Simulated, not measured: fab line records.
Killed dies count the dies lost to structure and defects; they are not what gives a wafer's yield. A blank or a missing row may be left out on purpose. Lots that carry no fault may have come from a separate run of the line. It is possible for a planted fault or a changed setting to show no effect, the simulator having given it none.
A lot that was struck, set against a sound lot ; flow n5 finfet ; 14 out of 1938 route steps
Sound: these wafers, L178.1, L178.2, L178.5. Wafers L183.2, L183.4, L183.6 were the ones struck. The cause comes at the end.
Order at every step that has rows: each side's tool, ch and its chambers, its first start. Under that, the readings that differ: sound wafers ; struck wafers ; difference of the means ; sigmas: that difference in standard deviations of wafers without a fault.
alike: a reading whose means differ by less than 2 such deviations, as well as words and numbers matching on both sides. not compared: withheld readings; readings where some wafer has no value; bounds like >300 that might hide an equal value; numbers whose values overlap and for which the record gives no deviation.
A row with sigmas, a row that says differs or no value, or rows on one side alone: a step with any of these is where the two part. Non-overlapping numbers with no deviation appear without sigmas and do not part them. Lack of a reading on every wafer of one side parts them only where that side has two or more wafers.

first, 7 steps without rows for these wafers: N5_SD_EPI_P_SRD_25 (time 30 s); N5_SD_ACTIVATION_RTA_00 (time 0 s); N5_SD_ACTIVATION_LSA_01 (time 0.0008 s); N5_ILD0_LINER_00 (material SiNx, target thk 4 nm, pulse time 1 s, purge time 2 s); N5_ILD0_FCVD_FILL_01 (material SiO2 flowable, target thk 200 nm, time 328.3 s); N5_ILD0_CURE_02 (time 1800 s); N5_ILD0_CMP_03 (polishes, stops on SiNx, t overpolish 1.9 s, target thk 197.38 nm).
N5_ILD0_CMP_07: polishes SiO2 flowable, stops on poly-Si, t overpolish 1.18 s, target thk 138.88 nm.
  sound on cmp-03 ch 0,1,2, day 5 20:27; struck on cmp-03 ch 0,1,2, day 7 01:15
  no value came back on the struck wafers for edge zone pressure frac, head pressure psi (psi), motor current A (A); on the sound wafers edge zone pressure frac reads 1.005 1.005 0.998
reading;sound;struck;difference;sigmas
model.SiNx_of_DUMMY_GATE_HM_DEP_06.thk nm (nm);0 0 0;76.2 77 76.8;+76.7;
model.SiO2_flowable_of_ILD0_FCVD_FILL_01.thk nm (nm);137.8 139 136.6;196 196.4 199.6;+60;
model.a-Si_of_DUMMY_GATE_CVD_03.thk nm (nm);66.6 68.6 68.2;72.8 71.8 75.4;+5.5;
N5_ILD0_THK_MEAS_08:
  sound on film metro-02 at day 5 20:42; struck on film metro-01 at day 7 01:31
reading;sound;struck;difference;sigmas
thk nm (nm);137.7 139.1 136.6;196.0 196.3 199.7;+59.5;+43
N5_ILD0_PRECLEAN_10: cleans in NF3:NH3, afs cycles 5, time 20 s, sublimation time 60 s.
  sound on remote plasma-02 ch 0, day 5 20:44; struck on remote plasma-01 ch 0, day 7 01:39
reading;sound;struck;difference;sigmas
model.SiO2_flowable_of_ILD0_FCVD_FILL_01.thk nm (nm);119.2 120.2 118.2;169.6 169.8 172.8;+51.5;
then, 1 step without rows for these wafers: N5_ILD0_ALD_15 (deposits SiNx, target thk 24 nm, pulse time 1 s, ald cycles 480).
N5_ILD0_CMP_12: polishes SiNx, stops on poly-Si, t overpolish 6 s, target thk 17.67 nm.
  sound on cmp-01 ch 0,1,3, day 5 23:53; struck on cmp-03 ch 2,3, day 7 04:28
reading;sound;struck;difference;sigmas
model.a-Si_of_DUMMY_GATE_CVD_03.thk nm (nm);66 67.8 67.6;72.2 71 74.6;+5.5;
  alike: edge zone pressure frac, head pressure psi, motor current A
N5_BEOL_M4_RC_MEAS_101:
  the record has rows for the sound wafers here (prober-01 ch 0, day 10 04:32) and none for the struck ones
-- the record jumps here: 9 days lie between the struck wafers' starts before and after (it left off in module BEOL_M4 and takes up again in module PASSIVATION, whose first step shown is number 1936 of the route) --
N5_PASSIVATION_PROBE_49:
  sound on prober-02 at day 14 20:02; struck on prober-02 at day 16 00:05
reading;sound;struck;difference;sigmas
defect limited yield (%);91.6 93.1 92.2;0 0 0;-92;-62
killed at front end;49 47 47;1130 1121 1142;+1083;+99 or more
killed at other;1 2 1;3 15 7;+7;+2
killed dies;99 82 92;1180 1180 1180;+1089;+60
killed on rim;13 6 10;152 152 152;+142;+35
sort_bin_5_function (%);4.7 3.7 4.2;97.1 96.9 96.9;+92.8;+93
sort n pass;1081 1098 1088;0 0 0;-1089;-60
sort yield pct (%);91.6 93.1 92.2;0 0 0;-92;-62
  alike: killed_at_M0_to_M3, killed_at_M4_up, killed at contacts, killed open, killed short, sort_bin_6_memory, sort_bin_8_speed

## WHERE THEY PART
At N5_ILD0_CMP_07 first; at N5_PASSIVATION_PROBE_49 last (within this record only).

WHY: whatever the simulator had introduced
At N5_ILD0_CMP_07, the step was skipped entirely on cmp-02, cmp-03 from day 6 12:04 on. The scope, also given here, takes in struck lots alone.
